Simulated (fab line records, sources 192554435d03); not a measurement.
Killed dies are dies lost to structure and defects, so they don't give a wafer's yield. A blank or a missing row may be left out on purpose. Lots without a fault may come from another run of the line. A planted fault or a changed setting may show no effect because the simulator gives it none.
Chamber matching | flow n5_finfet | N5_FIN_CUT_ETCH_21 on rie_diel-03: 4 sister chambers
The step etches SOC in N2/H2, target depth 219 nm, overetch 43.8 nm, time 523.5 s. 8 wafers are shown with their chamber, then 8 later ones without.

WAFERS WITH THEIR CHAMBER
wafer  | chamber | drypump_motor_current_A (A) | throttle_valve_pct (%)
L076.5 | 3       | 5.7                         | 17.99
L081.3 | 0       | 6.0                         | 17.50
L081.5 | 0       | 6.1                         | 17.50
L087.4 | 3       | 5.7                         | 18.04
L087.5 | 1       | 6.3                         | 18.18
L089.1 | 1       | 6.3                         | 18.19
L089.6 | 2       | 5.0                         | 17.83
L090.2 | 2       | 5.0                         | 17.83

WAFERS WITHOUT THEIR CHAMBER
wafer  | drypump_motor_current_A (A) | throttle_valve_pct (%)
L090.4 | 6.0                         | 17.55
L090.5 | 6.0                         | 17.55
L091.2 | 5.0                         | 17.82
L091.5 | 6.3                         | 18.20
L091.6 | 6.1                         | 17.55
L095.1 | 6.3                         | 18.23
L095.3 | 6.0                         | 17.57
L095.4 | 6.3                         | 18.21

WHICH CHAMBER EACH WENT THROUGH
wafer  | from the rows above | in truth
L090.4 | 0                   | 0
L090.5 | 0                   | 0
L091.2 | 2                   | 2
L091.5 | 1                   | 1
L091.6 | 0                   | 0
L095.1 | 1                   | 1
L095.3 | 0                   | 0
L095.4 | 1                   | 1
Placed correctly: 8 of 8. Can't be placed from these rows: 0. Placed wrongly: 0.
How it was worked out, from the rows above alone: a wafer's distance from a chamber is the root of the sum, over the readings, of the square of ((its reading less the chamber's mean) divided by the reading's scatter). The wafer belongs to the nearest chamber; if the next one is less than 2 further off, it can't be placed. A chamber's mean is the mean of its shown wafers. The scatter: the root of (the sum of the squares of (reading less its chamber's mean) over the shown wafers, divided by (wafers less chambers)).
